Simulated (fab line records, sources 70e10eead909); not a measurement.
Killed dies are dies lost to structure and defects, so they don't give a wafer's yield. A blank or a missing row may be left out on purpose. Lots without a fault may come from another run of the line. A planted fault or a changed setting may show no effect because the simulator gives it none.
Chamber matching | flow nand_harc | NHARC_A_SLIT_DESCUM_14 on rie_diel-02: 4 sister chambers
The step chemistry O2, time 3 s. 4 wafers are shown with their chamber, then 12 later ones without.

WAFERS WITH THEIR CHAMBER
wafer  | chamber | drypump_motor_current_A (A)
L086.6 | 2       | 5.5
L090.1 | 0       | 5.7
L090.2 | 1       | 5.9
L090.4 | 3       | 5.5

WAFERS WITHOUT THEIR CHAMBER
wafer  | drypump_motor_current_A (A)
L093.1 | 5.9
L093.2 | 5.6
L093.3 | 5.7
L094.3 | 5.4
L094.4 | 5.9
L094.6 | 5.9
L096.2 | 5.4
L096.4 | 5.5
L096.5 | 5.7
L095.1 | 5.6
L095.2 | 5.5
L095.6 | 5.6

WHICH CHAMBER EACH WENT THROUGH
wafer  | from the rows above          | in truth
L093.1 | 1                            | 1
L093.2 | can't be placed: 2 or 3 or 0 | 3
L093.3 | 0                            | 0
L094.3 | can't be placed: 2 or 3      | 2
L094.4 | 1                            | 1
L094.6 | 1                            | 1
L096.2 | can't be placed: 2 or 3      | 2
L096.4 | can't be placed: 2 or 3      | 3
L096.5 | 0                            | 0
L095.1 | can't be placed: 2 or 3 or 0 | 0
L095.2 | can't be placed: 2 or 3      | 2
L095.6 | can't be placed: 2 or 3 or 0 | 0
Placed correctly: 5 of 12. Can't be placed from these rows: 7 (the true chamber is among the candidates in 7). Placed wrongly: 0.
How it was worked out, from the rows above alone: a wafer's distance from a chamber is the root of the sum, over the readings, of the square of ((its reading less the chamber's mean) divided by the reading's scatter). The wafer belongs to the nearest chamber; if the next one is less than 2 further off, it can't be placed. A chamber's mean is the mean of its shown wafers. The scatter: with one shown wafer a chamber, the root of the mean of the squares of how far each hidden wafer lies from its nearest shown one.
